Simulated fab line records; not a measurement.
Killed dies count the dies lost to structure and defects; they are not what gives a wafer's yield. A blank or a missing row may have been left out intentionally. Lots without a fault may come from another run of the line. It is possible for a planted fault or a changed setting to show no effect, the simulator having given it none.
fab line records	flow n5Finfet
[record] lots = 6	wafers = 18	lastDay = 16
route steps=1938 shown BEOL_M3@962 BEOL_M4@1111 PASSIVATION@1936
lots that met no fault: from a run of the same line without faults
startH: the number of hours between the record's first day and the start of the first shown wafer of the lot	waitH: time in hours since the lot's previous step	" the same as in the row above	L1.1+2: a single row standing in for several wafers	- no value present, or no start provided	* or withheld: withheld	< > ~ a bound
route shown NAME@n: names a module that has steps shown in the file, with the first one's number in the route	usual: the fault-free wafers' mean and standard deviation	same: alike in all rows	chamber/n: place in a boat	sites: per-site readings	_std_site: how widely they spread, as a standard deviation	_edge_site: inner sites' mean taken away from outer sites' mean	radiusMm: how far each site lies from the wafer's centre	mask NAME#n: copy n	behind: the most recent tool/chamber to have shaped the wafer	hold: why the lot went on hold/how many hours it stayed there/how the hold came to an end	device: names the non-switching transistor (n, p or np)	end of line: tests run on the same wafers once the route is complete	a step given without rows: its recipe and nothing more	killed: not the wafer's yield, but the dies lost to structure and defects at the first sort	map: dies across one wafer; x = killed, . = not, _ = none there
set.NAME: setting as actually run; set.NAME@STEP: the setting as run at that earlier step	model.NAME: the simulator's own value behind a step, which no gauge read
lots at selected steps of the route; one table per step, one row per wafer
services: a tool's chamber out of use, with start hour (startH, from the record's first day; less than 0 if before it), hours out, and reason
[[steps]]
[step N5_BEOL_M3_SOFTBAKE_23]
[recipe] tempC = 110	timeS = 60	resist = CAR-EUV
[step N5_BEOL_M3_EXPOSE_25]
[recipe] maskId = V2	na = 0.33	sourceShape = quasar	sigmaInner = 0.2	sigmaOuter = 0.8	polarization = unpolarized	defocusNm = 5	doseMj = 63
[step N5_BEOL_M3_PEB_26]
[recipe] pebTempC = 100	pebTimeS = 60	resist = CAR-EUV
[step N5_BEOL_M3_DEVELOP_27]
[recipe] developTimeS = 30	developer = TMAH	resist = CAR-EUV	rinseLiquid = surfactantRinse	dry = airSpin	devTempC = 23
[step N5_BEOL_M3_CD_MEAS_28]
[recipe] targetCdNm = 25.7	landingEnergyEv = 500	detector = seInlens	targetCdYNm = 23.3	polarity = opening
[usual] cdNm = 25.63/0.21
lot.wafer	tool	chamber	startH	waitH	cdNm
L840.1	cdSem-02	0	146.93	-	25.91
L840.3	"	0	"	"	25.54
L840.6	"	0	"	"	25.89
L848.3	cdSem-02	0	215.42	-	25.77
L848.5	"	0	"	"	25.46
L848.6	"	0	"	"	25.82
L850.1	cdSem-01	0	220.21	-	25.64
L850.4	"	0	"	"	25.54
L850.5	"	0	"	"	26.11
L852.1	cdSem-01	0	229.67	-	25.36
L852.3	"	0	"	"	25.94
L852.5	"	0	"	"	25.33
L854.2	cdSem-01	0	236.85	-	26.04
L854.3	"	0	"	"	25.93
L854.4	"	0	"	"	25.67
L857.3	cdSem-03	0	258.97	-	25.40
L857.4	"	0	"	"	25.61
L857.6	"	0	"	"	25.79
[step N5_BEOL_M3_OVL_MEAS_29]
[recipe] pointsPerWafer = 522
[usual] V2_OVL = 0.0/0.62
lot.wafer	tool	chamber	startH	waitH	V2_OVL[nm]
L840.1	overlay-01	0	146.96	0.0	0.5
L840.3	"	0	"	"	0.0
L840.6	"	0	"	"	0.6
L848.3	overlay-01	0	215.46	0.0	0.0
L848.5	"	0	"	"	0.0
L848.6	"	0	"	"	-1.4
L850.1	overlay-02	0	220.24	0.0	-0.4
L850.4	"	0	"	"	0.6
L850.5	"	0	"	"	-0.1
L852.1	overlay-01	0	229.70	0.0	-0.3
L852.3	"	0	"	"	-0.5
L852.5	"	0	"	"	0.0
L854.2	overlay-02	0	236.88	0.0	0.6
L854.3	"	0	"	"	-0.4
L854.4	"	0	"	"	0.5
L857.3	overlay-01	0	259.01	0.0	0.7
L857.4	"	0	"	"	0.5
L857.6	"	0	"	"	0.9
[step N5_BEOL_M3_INSPECT_30]
[recipe] mode = adi	inspectInstrument = brightfield
[usual] rawDefectCount = 434/100
lot.wafer	tool	chamber	startH	waitH	rawDefectCount
L840.1	defectInspect-02	-	147.02	0.1	603
L840.3	"	-	"	"	547
L840.6	"	-	"	"	421
L848.3	defectInspect-01	-	215.51	0.0	511
L848.5	"	-	"	"	466
L848.6	"	-	"	"	422
L850.1	defectInspect-02	-	220.30	0.1	457
L850.4	"	-	"	"	597
L850.5	"	-	"	"	592
L852.1	defectInspect-02	-	229.76	0.1	430
L852.3	"	-	"	"	511
L852.5	"	-	"	"	457
L854.2	defectInspect-02	-	236.94	0.0	519
L854.3	"	-	"	"	612
L854.4	"	-	"	"	585
L857.3	defectInspect-02	-	259.06	0.0	405
L857.4	"	-	"	"	424
L857.6	"	-	"	"	367
[step N5_BEOL_M3_DESCUM_33]
[recipe] chemistry = O2	timeS = 7	sourcePowerW = 50	biasPowerW = 20	pressureMtorr = 20	rfFrequencyHz = 2.712e+07	tempC = 40	resist = CAR-EUV	o2FlowSccm = 225
[usual] chamberPressureMTorr = 20.001/0.018	drypumpMotorCurrentA = 5.8/0.56	oesProductAu = 0.79/0.087	rfVppV = 243.8/1.3	showerheadPlenumPTorr = 2.12/0.082	throttleValvePct = 20.41/0.26
lot.wafer	tool	chamber	startH	waitH	chamberPressureMTorr	drypumpMotorCurrentA	oesProductAu	rfHoursCounterH	rfVppV	showerheadPlenumPTorr	throttleValvePct
L840.1	rieDiel-06	2	147.05	0.0	19.990	5.9	0.68	233	243.6	2.06	20.66
L840.3	"	0	"	"	20.006	5.2	0.76	145	242.4	1.99	20.34
L840.6	"	2	"	"	20.001	5.9	0.68	-	243.7	2.06	20.67
L848.3	rieDiel-06	0	215.64	0.1	19.976	5.1	0.73	165	242.3	1.99	20.38
L848.5	"	1	"	"	20.033	6.6	0.86	-	245.8	2.20	19.99
L848.6	"	0	"	"	19.999	5.1	0.73	-	242.8	1.98	20.39
L850.1	rieDiel-06	1	220.57	0.3	20.001	6.6	0.86	50	246.8	2.20	20.00
L850.4	"	0	"	"	20.007	5.1	0.74	-	242.1	1.98	20.37
L850.5	"	1	"	"	20.009	6.6	0.86	-	246.0	2.20	19.99
L852.1	rieDiel-06	3	229.80	0.0	20.013	6.5	0.72	170	245.7	2.17	20.29
L852.3	"	2	"	"	20.028	5.9	0.96	2	242.7	2.05	20.30
L852.5	"	1	"	"	19.999	6.6	0.85	-	244.9	2.20	19.99
L854.2	rieDiel-06	3	236.97	0.0	19.985	6.5	0.73	172	243.1	2.17	20.28
L854.3	"	0	"	"	19.983	5.1	0.73	173	242.5	1.98	20.37
L854.4	"	1	"	"	19.993	6.6	0.85	55	245.4	2.20	20.01
L857.3	rieDiel-06	1	259.09	0.0	20.026	6.6	0.83	61	245.0	2.20	20.02
L857.4	"	0	"	"	19.991	5.1	0.71	179	241.1	1.98	20.39
L857.6	"	0	"	"	19.996	5.1	0.71	-	243.1	1.98	20.39
[step N5_BEOL_M3_ETCH_77]
[recipe] chemistry = N2/H2	target = underlayer	targetDepthA = 65	maskMaterial = CAR-EUV	timeS = 5.2	ionEnergyEv = 200	pressureMtorr = 30	sourceW = 840	biasW = 150	n2FlowSccm = 200	h2FlowSccm = 200	ends = cleared
[usual] chamberPressureMTorr = 30.00/0.043	drypumpMotorCurrentA = 5.8/0.56	etchRfOnTimeS = 5.21/0.13	oesProductAu = 0.67/0.074	rfVppV = 525.1/2.8	showerheadPlenumPTorr = 2.59/0.1	throttleValvePct = 17.90/0.28
lot.wafer	tool	chamber	startH	waitH	chamberPressureMTorr	drypumpMotorCurrentA	etchRfOnTimeS	oesProductAu	rfHoursCounterH	rfVppV	showerheadPlenumPTorr	throttleValvePct
L840.1	rieDiel-06	2	147.09	0.0	30.04	5.9	5.13	0.58	233	520.7	2.51	18.16
L840.3	"	0	"	"	30.04	5.1	5.14	0.64	145	521.8	2.43	17.73
L840.6	"	2	"	"	29.93	5.9	5.10	0.58	-	520.2	2.51	18.18
L848.3	rieDiel-06	0	215.68	0.0	30.05	5.1	5.20	0.62	165	522.0	2.42	17.77
L848.5	"	1	"	"	29.99	6.6	5.29	0.73	-	527.9	2.70	17.55
L848.6	"	0	"	"	30.01	5.1	5.15	0.62	-	519.8	2.42	17.78
L850.1	rieDiel-06	1	220.61	0.0	29.96	6.6	5.30	0.72	50	529.4	2.70	17.59
L850.4	"	0	"	"	30.05	5.2	5.21	0.63	-	520.8	2.42	17.77
L850.5	"	1	"	"	30.06	6.6	5.22	0.72	-	528.4	2.70	17.60
L852.1	rieDiel-06	3	229.83	0.0	29.96	6.4	5.34	0.62	170	527.7	2.64	17.78
L852.3	"	2	"	"	30.09	5.9	4.96	0.82	2	521.2	2.50	17.78
L852.5	"	1	"	"	30.05	6.6	5.21	0.73	-	528.3	2.70	17.55
L854.2	rieDiel-06	3	237.01	0.0	30.04	6.5	5.36	0.62	172	527.9	2.64	17.79
L854.3	"	0	"	"	29.98	5.1	5.21	0.61	173	521.9	2.42	17.79
L854.4	"	1	"	"	29.97	6.6	5.32	0.72	55	528.4	2.70	17.58
L857.3	rieDiel-06	1	259.13	0.0	29.94	6.6	5.28	0.72	61	526.0	2.69	17.60
L857.4	"	0	"	"	30.04	5.2	5.16	0.61	179	521.8	2.41	17.78
L857.6	"	0	"	"	30.01	5.2	5.12	0.62	-	522.6	2.41	17.82
[step N5_BEOL_M3_ETCH_69]
[recipe] chemistry = CF4	target = SiARC	targetDepthA = 156	maskMaterial = CAR-EUV	timeS = 26	ionEnergyEv = 80	pressureMtorr = 40	sourceW = 545	biasW = 36	Ar_flow_sccm = 100	cf4FlowSccm = 100	ends = cleared
[usual] chamberPressureMTorr = 40.00/0.036	drypumpMotorCurrentA = 5.8/0.56	etchRfOnTimeS = 26.0/0.68	oesProductAu = 0.67/0.073	rfVppV = 184.6/1.2	showerheadPlenumPTorr = 2.18/0.079	throttleValvePct = 15.62/0.24
lot.wafer	tool	chamber	startH	waitH	chamberPressureMTorr	drypumpMotorCurrentA	etchRfOnTimeS	oesProductAu	rfHoursCounterH	rfVppV	showerheadPlenumPTorr	throttleValvePct
L840.1	rieDiel-06	2	147.11	0.0	40.05	5.9	25.9	0.58	233	184.3	2.12	15.97
L840.3	"	0	"	"	40.03	5.1	26.0	0.64	145	182.2	2.05	15.62
L840.6	"	2	"	"	39.99	5.9	25.9	0.58	-	184.2	2.12	15.98
L848.3	rieDiel-06	0	215.69	0.0	40.05	5.2	25.8	0.63	165	181.9	2.04	15.65
L848.5	"	1	"	"	39.96	6.6	26.1	0.73	-	186.5	2.26	15.28
L848.6	"	0	"	"	40.02	5.1	25.9	0.62	-	182.7	2.04	15.65
L850.1	rieDiel-06	1	220.62	0.0	39.94	6.6	25.9	0.73	50	186.1	2.26	15.30
L850.4	"	0	"	"	40.02	5.1	25.7	0.63	-	183.2	2.04	15.66
L850.5	"	1	"	"	39.95	6.6	25.9	0.73	-	185.7	2.26	15.30
L852.1	rieDiel-06	3	229.85	0.0	39.99	6.5	27.2	0.61	170	186.1	2.22	15.50
L852.3	"	2	"	"	39.97	5.9	25.2	0.83	2	184.2	2.11	15.49
L852.5	"	1	"	"	40.04	6.6	26.6	0.71	-	185.8	2.26	15.29
L854.2	rieDiel-06	3	237.02	0.0	40.05	6.5	26.9	0.62	172	183.5	2.22	15.49
L854.3	"	0	"	"	40.05	5.1	26.1	0.62	173	183.2	2.04	15.66
L854.4	"	1	"	"	40.09	6.5	26.5	0.72	55	185.5	2.25	15.31
L857.3	rieDiel-06	1	259.14	0.0	39.94	6.6	26.5	0.71	61	185.3	2.25	15.31
L857.4	"	0	"	"	39.99	5.1	26.0	0.62	179	183.0	2.04	15.67
L857.6	"	0	"	"	40.03	5.1	26.1	0.61	-	183.8	2.04	15.67
[step N5_BEOL_M3_ALD_98]
[recipe] material = SiO2	targetThkA = 25	tempC = 100	aldPrecursorFamily = BDEAS	aldCoReactant = O2-plasma	pulseTimeS = 1	coReactantPulseTimeS = 1	purgeTimeS = 2	coReactantPurgeTimeS = 2	aldCycles = 17	pressureTorr = 2
[usual] heaterPowerW = 76/7.2	precursorPulseHeightRel = 0.997/0.018
lot.wafer	tool	chamber	startH	waitH	heaterPowerW	precursorPulseHeightRel
L840.1	aldSin-04	1	147.19	0.1	76	1.022
L840.3	"	2	"	"	85	1.003
L840.6	"	1	"	"	75	0.949
L848.3	aldSin-04	3	216.03	0.3	76	0.995
L848.5	"	2	"	"	83	1.009
L848.6	"	1	"	"	77	0.972
L850.1	aldSin-04	2	220.71	0.1	82	1.002
L850.4	"	3	"	"	76	0.983
L850.5	"	0	"	"	64	0.988
L852.1	aldSin-04	2	231.05	1.2	86	1.025
L852.3	"	3	"	"	78	0.991
L852.5	"	2	"	"	82	0.993
L854.2	aldSin-04	2	237.11	0.1	84	0.981
L854.3	"	3	"	"	76	1.012
L854.4	"	0	"	"	64	0.978
L857.3	aldSin-01	3	259.76	0.6	88	1.008
L857.4	"	0	"	"	83	1.019
L857.6	"	1	"	"	74	1.005
[step N5_BEOL_M3_ETCHBACK_99]
[recipe] chemistry = CHF3	target = SiO2	targetDepthA = 50	timeS = 10.4	sourceW = 215	biasW = 47	Ar_flow_sccm = 200	CHF3_flow_sccm = 12	ionEnergyEv = 100	pressureMtorr = 30
[usual] chamberPressureMTorr = 29.997/0.028	drypumpMotorCurrentA = 5.6/0.52	oesProductAu = 0.78/0.088	rfVppV = 241/3.8	showerheadPlenumPTorr = 2.19/0.091	throttleValvePct = 17.11/0.26
lot.wafer	tool	chamber	startH	waitH	chamberPressureMTorr	drypumpMotorCurrentA	oesProductAu	rfHoursCounterH	rfVppV	showerheadPlenumPTorr	throttleValvePct
L840.1	rieDiel-02	1	151.75	4.5	29.982	5.6	0.69	243	237	2.01	17.45
L840.3	"	0	"	"	30.012	5.2	0.75	145	236	2.23	17.37
L840.6	"	1	"	"	30.016	5.6	0.69	-	238	2.01	17.46
L848.3	rieDiel-05	2	217.54	1.5	30.005	5.0	0.71	202	239	2.23	17.57
L848.5	"	1	"	"	29.938	5.7	0.84	-	246	2.17	16.96
L848.6	"	0	"	"	30.017	6.2	0.72	-	242	2.02	17.26
L850.1	rieDiel-05	1	224.17	3.4	30.018	5.7	0.85	62	247	2.17	16.95
L850.4	"	0	"	"	29.996	6.2	0.72	232	241	2.02	17.28
L850.5	"	2	"	"	29.993	5.0	0.71	-	241	2.23	17.57
L852.1	rieDiel-06	0	231.53	0.4	29.988	5.1	0.73	171	241	2.05	17.12
L852.3	"	1	"	"	30.050	6.6	0.85	53	242	2.27	16.71
L852.5	"	1	"	"	29.978	6.6	0.84	-	241	2.26	16.69
L854.2	rieDiel-06	0	237.93	0.8	29.989	5.2	0.72	173	242	2.05	17.13
L854.3	"	3	"	"	30.018	6.4	0.73	173	247	2.22	16.88
L854.4	"	1	"	"	29.985	6.6	0.84	55	241	2.26	16.70
L857.3	rieDiel-02	1	267.82	8.0	29.977	5.6	0.93	25	242	2.26	17.11
L857.4	"	2	"	"	29.962	5.0	0.90	27	249	2.31	16.85
L857.6	"	0	"	"	29.992	5.2	0.72	-	236	2.22	17.44
[step N5_BEOL_M3_ETCH_70]
[recipe] chemistry = N2/H2	target = SOC	targetDepthA = 800	overetchA = 160	maskMaterial = SiARC	tempC = 40	timeS = 120	ionEnergyEv = 200	pressureMtorr = 30	sourceW = 840	biasW = 150	n2FlowSccm = 200	h2FlowSccm = 200
[usual] chamberPressureMTorr = 29.998/0.029	drypumpMotorCurrentA = 5.6/0.52	oesProductAu = 0.60/0.064	rfVppV = 525/3	showerheadPlenumPTorr = 2.59/0.11	throttleValvePct = 17.9/0.31
lot.wafer	tool	chamber	startH	waitH	chamberPressureMTorr	drypumpMotorCurrentA	oesProductAu	rfHoursCounterH	rfVppV	showerheadPlenumPTorr	throttleValvePct	model.SiARC_of_BEOL_M3_COAT_68.thkNm
L840.1	rieDiel-02	1	151.79	0.0	29.951	5.6	0.54	243	520	2.41	18.5	6.4
L840.3	"	0	"	"	29.993	5.2	0.58	145	528	2.64	18.0	6.6
L840.6	"	1	"	"	29.977	5.6	0.53	-	519	2.41	18.5	6.4
L848.3	rieDiel-05	2	217.58	0.0	29.994	5.0	0.55	202	524	2.65	18.5	7.2
L848.5	"	1	"	"	29.998	5.7	0.66	-	526	2.58	17.9	6.2
L848.6	"	0	"	"	29.975	6.2	0.54	-	522	2.40	18.1	7
L850.1	rieDiel-05	1	224.20	0.0	29.934	5.7	0.64	62	524	2.58	17.9	6.2
L850.4	"	0	"	"	30.022	6.1	0.55	232	519	2.40	18.1	7
L850.5	"	2	"	"	30.017	5.0	0.56	-	528	2.64	18.5	6.4
L852.1	rieDiel-06	0	231.57	0.0	30.022	5.2	0.56	171	521	2.42	17.7	6.4
L852.3	"	1	"	"	30.072	6.6	0.65	53	527	2.70	17.5	6.6
L852.5	"	1	"	"	30.010	6.6	0.65	-	528	2.70	17.5	6.6
L854.2	rieDiel-06	0	237.97	0.0	29.966	5.1	0.56	173	520	2.41	17.7	6.4
L854.3	"	3	"	"	30.050	6.5	0.56	173	528	2.64	17.8	6.4
L854.4	"	1	"	"	29.968	6.6	0.65	55	527	2.70	17.5	6.6
L857.3	rieDiel-02	1	267.86	0.0	29.955	5.6	0.70	25	528	2.71	18.2	6.2
L857.4	"	2	"	"	29.947	5.0	0.69	27	528	2.70	17.4	6.2
L857.6	"	0	"	"	29.985	5.2	0.55	-	526	2.62	18.1	6.6
[step N5_BEOL_M3_STRIP_71]
[recipe] chemistry = N2/H2	tempC = 40	n2FlowSccm = 200	h2FlowSccm = 200	rfFrequencyHz = 6e+07
[step N5_BEOL_M4_RC_MEAS_101]
[usual] DIBL_N = 36.2/1.7	DIBL_P = 36.2/2.2	IOFF_N = 0.16/0.035	IOFF_P = 0.21/0.042	ION_N = 673/13	ION_P = 462/7.9	SS_N = 71.4/0.59	SS_P = 73.2/0.7	VT_N = 250/3.6	VT_P = -251/3.5
lot.wafer	tool	chamber	startH	waitH	DIBL_N[mV/V]	DIBL_P[mV/V]	IOFF_N[nA/um]	IOFF_P[nA/um]	ION_N[uA/um]	ION_P[uA/um]	SS_N[mV/dec]	SS_P[mV/dec]	VT_N[mV]	VT_P[mV]
L840.1	prober-01	0	167.06	0.0	37.0	38.0	0.16	0.21	678	460	72.1	73.3	249	-251
L840.3	"	0	"	"	36.5	37.9	0.16	0.22	684	464	71.8	73.3	245	-250
L840.6	"	0	"	"	37.1	38.4	0.18	0.22	682	462	71.1	72.3	248	-251
L848.3	prober-01	0	233.78	0.3	36.2	37.8	0.16	0.23	667	467	71.5	73.9	251	-248
L848.5	"	0	"	"	37.1	37.8	0.16	0.23	673	463	71.8	73.4	247	-247
L848.6	"	0	"	"	36.7	36.5	0.15	0.21	663	459	71.7	73.4	252	-252
L850.1	prober-01	0	240.13	0.0	35.8	35.0	0.14	0.20	668	462	71.3	72.7	250	-251
L850.4	"	0	"	"	37.8	38.1	0.20	0.25	690	469	72.2	73.8	245	-249
L850.5	"	0	"	"	36.3	36.6	0.17	0.23	689	469	70.8	73.9	249	-249
L852.1	prober-02	0	247.81	0.0	35.6	34.2	0.13	0.17	675	455	71.1	72.4	252	-256
L852.3	"	0	"	"	33.0	31.8	0.10	0.14	662	457	69.9	72.5	256	-256
L852.5	"	0	"	"	34.5	32.8	0.12	0.15	661	453	70.9	72.1	255	-257
L854.2	prober-02	0	251.06	0.2	37.3	37.9	0.20	0.26	697	474	72.0	73.6	247	-246
L854.3	"	0	"	"	36.7	37.5	0.18	0.25	681	470	71.7	74.1	248	-248
L854.4	"	0	"	"	35.9	34.7	0.16	0.20	682	472	72.6	72.5	252	-252
L857.3	prober-02	0	281.42	0.3	35.0	34.2	0.13	0.16	657	450	71.1	72.9	251	-256
L857.4	"	0	"	"	34.6	33.9	0.12	0.16	664	457	70.7	72.8	253	-254
L857.6	"	0	"	"	34.0	33.8	0.12	0.16	662	454	71.3	73.0	254	-255
[step N5_PASSIVATION_PROBE_49]
[usual] defectLimitedYield = 91.4/1.4	killed_at_M0_to_M3 = 31/10	killed_at_M4_up = 14/5.6	killedAtContacts = 13/6.3	killedAtFrontEnd = 39/10	killedAtOther = 4/3.1	killedDies = 101/16	killedOpen = 65/13	killedShort = 34/7.2	sort_bin_5_function = 5.1/0.88	sort_bin_6_memory = 3.2/0.66	sortNPass = 1079/16	sortYieldPct = 91.4/1.4
[same] grossDies = 1180	killedAtBackSide = 0	sort_bin_4_leakage[%] = 0	sort_bin_8_speed[%] = 0
lot.wafer	tool	chamber	startH	waitH	defectLimitedYield[%]	killed_at_M0_to_M3	killed_at_M4_up	killedAtContacts	killedAtFrontEnd	killedAtOther	killedDies	killedOpen	killedShort	sort_bin_5_function[%]	sort_bin_6_memory[%]	sortNPass	sortYieldPct[%]
L840.1	prober-01	-	279.03	0.0	91.1	24	11	18	49	3	105	71	32	4.6	3.9	1075	91.1
L840.3	prober-01	-	279.13	0.1	89.8	53	10	7	43	7	120	72	42	5.9	3.4	1060	89.8
L840.6	prober-01	-	279.28	0.3	91.7	28	6	7	53	4	98	58	38	4.9	3.1	1082	91.7
// killed by level:class
L840.1 FIN_SAQP:geometricParticle:open=17 MOL_CONTACT_COAG:geometricParticle:open=13 BEOL_M3:geometricParticle:open=12 FIN_SAQP:geometricParticle:short=11 BEOL_M0_SAQP:geometricParticle:open=5 MOL_CONTACT_COAG:geometricParticle:short=5 STI_FIN_REVEAL:geometricParticle:open=4 STARTING-WAFER:geometricParticle:short=4
L840.3 FIN_SAQP:geometricParticle:open=15 BEOL_M3:geometricParticle:open=15 BEOL_M0_SAQP:geometricParticle:short=14 BEOL_M0_SAQP:geometricParticle:open=13 FIN_SAQP:geometricParticle:short=11 BEOL_M1:geometricParticle:open=7 MOL_CONTACT_COAG:geometricParticle:open=5 MIM_TOP:geometricParticle:short=4
L840.6 FIN_SAQP:geometricParticle:short=16 FIN_SAQP:geometricParticle:open=13 BEOL_M2:geometricParticle:open=10 BEOL_M3:geometricParticle:open=8 STI_FIN_REVEAL:geometricParticle:open=6 DUMMY_GATE:geometricParticle:open=5 MOL_CONTACT_COAG:geometricParticle:open=5 MIM_TOP:geometricParticle:short=3
[[services]]
tool	chamber	startH	hours	kind
rieDiel-02	2	131.09	-	clean
rieDiel-02	2	131.09	-	consumableReplace:focusRing
rieDiel-02	2	131.09	-	consumableReplace:showerhead
rieDiel-02	2	131.09	30.9	scheduledDown
rieDiel-02	2	131.09	30.9	ventCycle
rieDiel-02	3	144.57	4.2	repair
aldSin-04	2	153.16	4.9	repair
rieDiel-02	-	154.97	0.8	repair
rieDiel-05	0	160.21	8.9	repair
aldSin-04	2	164.78	9.2	repair
rieDiel-02	1	171.41	-	clean
rieDiel-02	1	171.41	-	consumableReplace:focusRing
rieDiel-02	1	171.41	-	consumableReplace:showerhead
rieDiel-02	1	171.41	14.4	scheduledDown
rieDiel-02	1	171.41	14.4	ventCycle
rieDiel-06	2	207.73	-	clean
rieDiel-06	2	207.73	-	consumableReplace:focusRing
rieDiel-06	2	207.73	13.7	scheduledDown
rieDiel-06	2	207.73	13.7	ventCycle
rieDiel-02	2	209.65	5.9	repair
aldSin-04	-	210.03	6.0	pm
rieDiel-06	-	213.63	0.3	repair
aldSin-01	2	252.48	14.7	repair
[[key]]
firstSign none at tools or gauges
[modelEffect] step = N5_BEOL_M3_ETCH_70	value = SiARC_of_BEOL_M3_COAT_68.thkNm	without = 6.2	struck = 7.067
metAt N5_BEOL_M3_ETCH_70
struckWafers L848.3,L848.6,L850.4
[fault] kind = processParameterDrift	tool = rieDiel-05	chamber = -	onsetH = 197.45	steps = N5_BEOL_M3_ETCH_70	channel = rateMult	offset = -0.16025	shape = step	endH = 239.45	scope = struckWafersOnly
